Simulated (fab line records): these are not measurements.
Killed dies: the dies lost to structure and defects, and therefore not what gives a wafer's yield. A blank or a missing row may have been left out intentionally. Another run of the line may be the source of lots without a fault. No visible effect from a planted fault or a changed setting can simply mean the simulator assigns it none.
A lot that was struck, set against a sound lot + flow n5-finfet + 38 out of 1938 route steps
Sound: wafers L879.1, L879.4, L879.5. Struck: wafers L893.2, L893.4, L893.6. At the end, the cause is stated.
Order at every step that has rows: each side's tool, ch and its chambers, its first start. Under that, the readings that differ: sound wafers + struck wafers + difference of the means + sigmas: that difference in standard deviations of wafers without a fault.
alike: same words and numbers on both sides, and readings whose means sit less than 2 such deviations apart. not compared: any withheld reading, any reading some wafer has no value for, any bound like >300 that may hide the same value, and any number with overlapping values for which the record gives no deviation.
Wherever a step has rows on one side only, a row that says differs or no value, or a row with sigmas, the two part there. Non-overlapping numbers with no deviation appear without sigmas and do not part them. Lack of a reading on every wafer of one side parts them only where that side has two or more wafers.

first, 12 steps without rows for these wafers: N5_BEOL_M4_SURFACE_TREAT_85; N5_BEOL_M4_CVD_47 (deposits Co from CCTBA/H2, target thk 3 nm, time 223.8 s); N5_BEOL_M4_SPUTTER_48 (material Cu, target thk 4.5 nm, time 8.29 s); N5_BEOL_M4_ANNEAL_49 (time 240 s); N5_BEOL_M4_SPUTTER_79 (material Cu, target thk 4.5 nm, time 8.29 s); N5_BEOL_M4_ANNEAL_80 (time 240 s); N5_BEOL_M4_SPUTTER_81 (material Cu, target thk 4.5 nm, time 8.29 s); N5_BEOL_M4_ANNEAL_82 (time 240 s); N5_BEOL_M4_SPUTTER_86 (material Cu, target thk 4.5 nm, time 8.29 s); N5_BEOL_M4_ANNEAL_87 (time 240 s); N5_BEOL_M4_SPUTTER_88 (material Cu, target thk 4.5 nm, time 8.29 s); N5_BEOL_M4_ANNEAL_89 (time 240 s).
N5_BEOL_M4_SPUTTER_90: material Cu, target thk 4.5 nm, time 8.29 s.
  struck on pvd-sputter-01, day 13 06:59; sound on pvd-sputter-01, day 9 15:34
  alike: susceptor-temp-C, throttle-valve-pct
then, 24 steps without rows for these wafers: N5_BEOL_M4_ANNEAL_91 (time 240 s); N5_BEOL_M4_SPUTTER_92 (material Cu, target thk 4.5 nm, time 8.29 s); N5_BEOL_M4_ANNEAL_93 (time 240 s); N5_BEOL_M4_SPUTTER_94 (material Cu, target thk 4.5 nm, time 8.29 s); N5_BEOL_M4_ANNEAL_95 (time 240 s); N5_BEOL_M4_SPUTTER_96 (material Cu, target thk 4.5 nm, time 8.29 s); N5_BEOL_M4_ECD_50 (material Cu, target thk 300 nm); N5_BEOL_M4_ANNEAL_51 (time 90 s); N5_BEOL_M4_CMP_52 (polishes, stops on SiOC, t overpolish 6.8 s, target thk 40 nm); N5_BEOL_M4_PRE_CLEAN_60 (time 15 s); N5_BEOL_M4_CO_CAP_55 (material Co, precursor CCTBA/H2, target thk 2 nm, time 102.1 s); N5_BEOL_M4_PRE_CLEAN_56 (time 15 s); N5_BEOL_M4_DEP_57 (deposits SiCN from 3MS/NH3, target thk 8 nm, time 14 s); N5_BEOL_M5_ILD_DEP_00 (deposits SiCOH lowk from DEMS/porogen, target thk 140.64 nm, time 25.9 s); N5_BEOL_M5_CURE_79 (cures SiCOH lowk, time 240 s); N5_BEOL_M5_PECVD_70 (deposits SiO2 from TEOS/O2, target thk 16 nm, time 18 s); N5_BEOL_M5_HM_DEP_02 (deposits TiN, target thk 20 nm); N5_BEOL_M5_COAT_59 (time 60 s, resist thk 60 nm); N5_BEOL_M5_COAT_60 (time 60 s, resist thk 12 nm); N5_BEOL_M5_COAT_71 (time 60 s, resist thk 5 nm); N5_BEOL_M5_COAT_05 (resist thk 30 nm); N5_BEOL_M5_EBR_07; N5_BEOL_M5_SOFTBAKE_06 (time 60 s); N5_BEOL_M5_EXPOSE_08 (exposes mask M5, target cd 28 nm).
-- the record jumps here: 5 days lie between the struck wafers' starts before and after (it left off in module BEOL_M5 and takes up again in module PASSIVATION, whose first step shown is number 1936 of the route) --
N5_PASSIVATION_PROBE_49:
  struck on prober-02, day 17 20:22; sound on prober-01, day 14 08:19
| reading                  | sound          | struck         | difference | sigmas |
|--------------------------|----------------|----------------|------------|--------|
| defect-limited-yield (%) | 89.8 90.3 88.7 | 84.3 82.1 83.8 | -6.2       | -4     |
| killed_at_M4_up          | 18 10 15       | 117 128 117    | +106       | +20    |
| killed-dies              | 120 114 133    | 185 211 191    | +73        | +4     |
| killed-on-rim            | 21 18 18       | 28 26 26       | +8         | +2     |
| killed-open              | 83 76 95       | 47 64 56       | -29        | -2     |
| sort_bin_5_function (%)  | 5.8 5.0 6.9    | 8.8 11.0 9.7   | +3.9       | +4     |
| sort-n-pass              | 1060 1066 1047 | 995 969 989    | -73        | -4     |
| sort-yield-pct (%)       | 89.8 90.3 88.7 | 84.3 82.1 83.8 | -6.2       | -4     |
  alike: killed_at_M0_to_M3, killed-at-contacts, killed-at-front-end, killed-at-other, killed-short, sort_bin_6_memory

== WHERE THEY PART ==
Within this record, at N5_PASSIVATION_PROBE_49 only.

WHY: what had been put in by the simulator
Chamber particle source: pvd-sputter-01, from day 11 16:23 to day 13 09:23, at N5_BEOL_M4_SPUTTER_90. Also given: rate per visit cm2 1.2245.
